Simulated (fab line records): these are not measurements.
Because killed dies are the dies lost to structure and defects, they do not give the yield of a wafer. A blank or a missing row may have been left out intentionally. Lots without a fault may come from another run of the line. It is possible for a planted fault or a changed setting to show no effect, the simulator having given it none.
Matching of chambers ; flow n5-finfet ; N5_BEOL_M0_CMP_120 on cmp-02: 4 sister chambers
The step polishes, stops on SiOC, t overpolish 6.9 s. 18 wafers are shown with their chamber, then 9 later ones without.

WAFERS, EACH WITH ITS CHAMBER
wafer;chamber;motor-current-A (A);time-to-endpoint-s (s);barrier-field-endpoint-s (s)
L076.3;2;5.7;64;3.71
L076.4;0;6.7;60;3.76
L076.5;0;6.7;62;3.52
L077.4;3;5.5;55;3.46
L077.5;3;5.6;59;3.44
L077.6;0;6.8;63;3.70
L080.2;0;6.8;66;3.81
L080.4;2;5.7;68;3.60
L080.5;3;5.6;61;3.40
L082.1;1;6.4;63;3.45
L082.4;3;5.7;58;3.33
L082.6;0;6.6;63;3.72
L084.1;2;6.2;71;3.40
L084.4;1;6.4;62;3.52
L084.6;2;6.0;69;3.59
L089.2;1;6.5;58;3.60
L089.4;2;6.0;66;3.63
L089.5;3;5.4;58;3.68

SIGNATURES (means of the wafers above)
reading;chamber 0;chamber 1;chamber 2;chamber 3;scatter within a chamber
motor-current-A;6.720;6.433;5.920;5.560;0.14
time-to-endpoint-s;62.80;61.00;67.60;58.20;2.4
barrier-field-endpoint-s;3.7020;3.5233;3.5860;3.4620;0.114
Rule: for a wafer and a chamber, the distance is found by dividing, reading by reading, the gap between the wafer's reading and the chamber's mean by the reading's scatter, squaring, summing and taking the root. The wafer belongs to the nearest chamber; if the next one is less than 2 further off, it can't be placed. The scatter is the square root of a quotient: the sum, over the shown wafers, of each reading's squared deviation from its chamber's mean, divided by wafers minus chambers.

WAFERS WITH NO CHAMBER GIVEN
wafer;motor-current-A (A);time-to-endpoint-s (s);barrier-field-endpoint-s (s)
L092.1;6.8;64;3.66
L092.3;6.5;59;3.44
L092.4;5.9;67;3.51
L093.2;6.7;58;3.37
L093.4;5.7;57;3.53
L093.6;6.7;57;3.47
L096.1;5.8;65;3.42
L096.4;6.6;61;3.38
L096.6;6.8;59;3.57

EACH ONE'S CHAMBER
wafer;from the rows above;in truth
L092.1;0;0
L092.3;can't be placed: 1 or 0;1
L092.4;2;2
L093.2;can't be placed: 1 or 0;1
L093.4;3;3
L093.6;can't be placed: 1 or 0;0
L096.1;can't be placed: 2 or 3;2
L096.4;can't be placed: 1 or 0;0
L096.6;can't be placed: 0 or 1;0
Correctly placed: 3 of 9. These rows do not allow placing 6 (true chamber among the candidates in 6). 0 placed wrongly.
